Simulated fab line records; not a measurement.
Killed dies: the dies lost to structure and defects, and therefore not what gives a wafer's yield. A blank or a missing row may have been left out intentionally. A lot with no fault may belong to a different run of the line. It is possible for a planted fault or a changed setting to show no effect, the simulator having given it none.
Which tool did it? :: flow n5 finfet :: 10 lots, 30 wafers sampled, at 1 step of a route of 1938

WHAT THE GAUGES READ, wafer by wafer
N5_BEOL_M14_CD_MEAS_10 targets a cd of 250 nm.
lot: L075
measured: day 11 07:35
on: cd sem-03
cd nm (nm): 249.9 251.0 251.2

lot: L077
measured: day 11 16:31
on: cd sem-02
cd nm (nm): 248.0 248.7 249.0

lot: L080
measured: day 12 20:29
on: cd sem-03
cd nm (nm): 247.4 250.0 249.0

lot: L081
measured: day 13 03:02
on: cd sem-01
cd nm (nm): 252.1 252.5 253.3

lot: L083
measured: day 13 13:46
on: cd sem-03
cd nm (nm): 252.0 251.8 251.4

lot: L088
measured: day 15 04:24
on: cd sem-01
cd nm (nm): 250.1 252.2 250.9

lot: L087
measured: day 15 04:44
on: cd sem-02
cd nm (nm): 250.8 250.2 250.3

lot: L089
measured: day 15 16:07
on: cd sem-02
cd nm (nm): 250.0 251.1 251.3

lot: L094
measured: day 16 09:50
on: cd sem-03
cd nm (nm): 249.9 250.3 249.9

lot: L096
measured: day 17 06:27
on: cd sem-02
cd nm (nm): 248.7 248.9 249.4

TOOL THAT RAN EACH LOT (tool first, then ch and the chambers of the sampled wafers, then the start)
The record shows no process step preceding these readings.

THE ANSWER, worked out from the rows above alone
Rule: the usual values come from the lots themselves. The widest of any qualifying gaps counts: lots, ordered by their means at a reading, are off when they make up no more than a third of the lots, leave a main group of 4 or more, and stand apart from it by 3 or more times the standard deviation of that group's means. The tables above print the reading to a certain number of digits; a main group whose means all agree to those digits is not used. Also off: a lot with no number at a reading for which 4 or more lots have one. Any other lot the step has rows for is counted as sound.
No lot is off on any of the readings shown, so nothing can be concluded from this.

WHAT THE SIMULATOR HAD INSERTED
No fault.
